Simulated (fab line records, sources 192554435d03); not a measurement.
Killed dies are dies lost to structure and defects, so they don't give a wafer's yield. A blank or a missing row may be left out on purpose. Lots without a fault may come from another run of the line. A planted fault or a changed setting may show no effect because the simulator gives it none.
Split-lot experiment | flow n5_finfet | 7 lots, 21 wafers read, on a route of 1938 steps

THE SPLIT
At N5_MOL_CONTACT_COAG_COAT_64 (time 60 s, resist thk 10 nm), the setting spin_rpm was moved away from the recipe's 1500 rpm on 8 of the 21 wafers read, by -9.7% to +6.1%. The other wafers ran this setting at the recipe's value.

FROM THE SPLIT TO THE READING: what the file shows between them, 6 steps
- N5_MOL_CONTACT_COAG_EXPOSE_37: exposes mask VD, defocus 0 nm (also split here: dose_mj)
- N5_MOL_CONTACT_COAG_PEB_38: peb time 60 s
- N5_MOL_CONTACT_COAG_DEVELOP_39: develop time 30 s
- N5_MOL_CONTACT_COAG_CD_MEAS_40: target cd 25.1 nm
- N5_MOL_CONTACT_COAG_DESCUM_45: chemistry O2, time 7 s
- N5_MOL_CONTACT_COAG_ETCH_65: etches underlayer in N2/H2, target depth 13 nm, time 10.4 s

THE READING
CAR-EUV_of_MOL_CONTACT_COAG_COAT_34.thk_nm (the simulator's own value, which no gauge read), in nm, at N5_MOL_CONTACT_COAG_ETCH_66 (etches SiARC in CF4, target depth 13 nm, time 21.7 s). The file gives no usual value for it. The 13 wafers here that ran the recipe average 17.0 nm, standard deviation 0.15 nm.

wafer  | tool, chamber at the split | spin_rpm as run, rpm | against the recipe | CAR-EUV_of_MOL_CONTACT_COAG_COAT_34.thk_nm, nm | against lot-mates on the recipe
L080.1 | litho_track-03, 0          | 1500                 | recipe             | 17                                             | -
L080.3 | litho_track-03, 0          | 1500                 | recipe             | 17.2                                           | -
L080.5 | litho_track-03, 0          | 1355                 | -9.7%              | 16.6                                           | -0.5
L083.4 | litho_track-03, 0          | 1500                 | recipe             | 16.8                                           | -
L083.5 | litho_track-03, 0          | 1500                 | recipe             | 17                                             | -
L083.6 | litho_track-03, 0          | 1500                 | recipe             | 17                                             | -
L086.4 | litho_track-05, 0          | 1591                 | +6.1%              | 17.4                                           | +0.2
L086.5 | litho_track-05, 0          | 1591                 | +6.1%              | 17.6                                           | +0.4
L086.6 | litho_track-05, 0          | 1500                 | recipe             | 17.2                                           | -
L090.2 | litho_track-02, 0          | 1500                 | recipe             | 16.8                                           | -
L090.3 | litho_track-02, 0          | 1500                 | recipe             | 16.8                                           | -
L090.4 | litho_track-02, 0          | 1500                 | recipe             | 16.8                                           | -
L093.1 | litho_track-05, 0          | 1567                 | +4.5%              | 17.2                                           | no lot-mate on the recipe
L093.2 | litho_track-05, 0          | 1567                 | +4.5%              | 17.2                                           | no lot-mate on the recipe
L093.5 | litho_track-05, 0          | 1567                 | +4.5%              | 17.2                                           | no lot-mate on the recipe
L096.1 | litho_track-05, 0          | 1376                 | -8.3%              | 16.6                                           | -0.4
L096.2 | litho_track-05, 0          | 1376                 | -8.3%              | 16.4                                           | -0.6
L096.3 | litho_track-05, 0          | 1500                 | recipe             | 17                                             | -
L097.3 | litho_track-02, 0          | 1500                 | recipe             | 17.2                                           | -
L097.4 | litho_track-02, 0          | 1500                 | recipe             | 17                                             | -
L097.5 | litho_track-02, 0          | 1500                 | recipe             | 17                                             | -

THE FIT
A straight line over all 21 wafers: CAR-EUV_of_MOL_CONTACT_COAG_COAT_34.thk_nm changes by +0.0574 nm for each +1% of spin_rpm; r = +0.87; the points scatter about the line by 0.15 nm.
The same after taking each lot's own level away (the mean of its wafers on the recipe; 18 wafers): +0.0548 nm for each +1%; r = +0.94; scatter 0.087 nm.
On that fit, the largest move of spin_rpm shifts the reading by 0.53 nm.
The lots' own levels span 16.80 to 17.20 nm, that is 2.7 times the standard deviation above.
So the lot-to-lot level changes the slope little: the two slopes agree.
Check: with one of the wafers moved furthest among these (-9.7%) left out of the fit, the line predicts -0.554 nm for it against its lot-mates. It came out at -0.5 nm against them.

OTHER SPLITS ON THESE WAFERS
These wafers also went through other splits before the reading. Each is held against what the fit with the lots' levels taken away leaves over:
other split on the same wafers               | wafers away from the commonest value | r with CAR-EUV_of_MOL_CONTACT_COAG_COAT_34.thk_nm (lot level and that fit taken away)
N5_GATE_CUT_DESCUM_18 time_s                 | 10                                   | +0.17
N5_MOL_CONTACT_COAG_CONTACT_ETCH_14 source_w | 9                                    | -0.14
N5_MOL_CONTACT_COAG_ETCH_15 source_w         | 8                                    | +0.03
N5_MOL_CONTACT_COAG_EXPOSE_37 dose_mj        | 5                                    | +0.14

THE WHOLE CHAIN: every reading that the file lists as answering this split, in the file's order
step                        | what it does                                                | reading                                                                                        | change (the file's fit)                | r (the file's)
N5_MOL_CONTACT_COAG_COAT_64 | time 60 s, resist thk 10 nm                                 | underlayer_of_MOL_CONTACT_COAG_COAT_64.thk_nm (the simulator's own value, which no gauge read) | -0.0422 nm for each +1% of the setting | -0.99
N5_MOL_CONTACT_COAG_ETCH_65 | etches underlayer in N2/H2, target depth 13 nm, time 10.4 s | CAR-EUV_of_MOL_CONTACT_COAG_COAT_34.thk_nm (the simulator's own value, which no gauge read)    | +0.0574 nm for each +1% of the setting | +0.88
N5_MOL_CONTACT_COAG_ETCH_65 | etches underlayer in N2/H2, target depth 13 nm, time 10.4 s | etch.depth_nm (the simulator's own value, which no gauge read)                                 | -0.0496 nm for each +1% of the setting | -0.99
N5_MOL_CONTACT_COAG_ETCH_66 | etches SiARC in CF4, target depth 13 nm, time 21.7 s        | CAR-EUV_of_MOL_CONTACT_COAG_COAT_34.thk_nm (the simulator's own value, which no gauge read)    | +0.0543 nm for each +1% of the setting | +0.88

THE FILE'S OWN FIT
CAR-EUV_of_MOL_CONTACT_COAG_COAT_34.thk_nm changes by +0.0543 nm for each +1% of spin_rpm, r = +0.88.
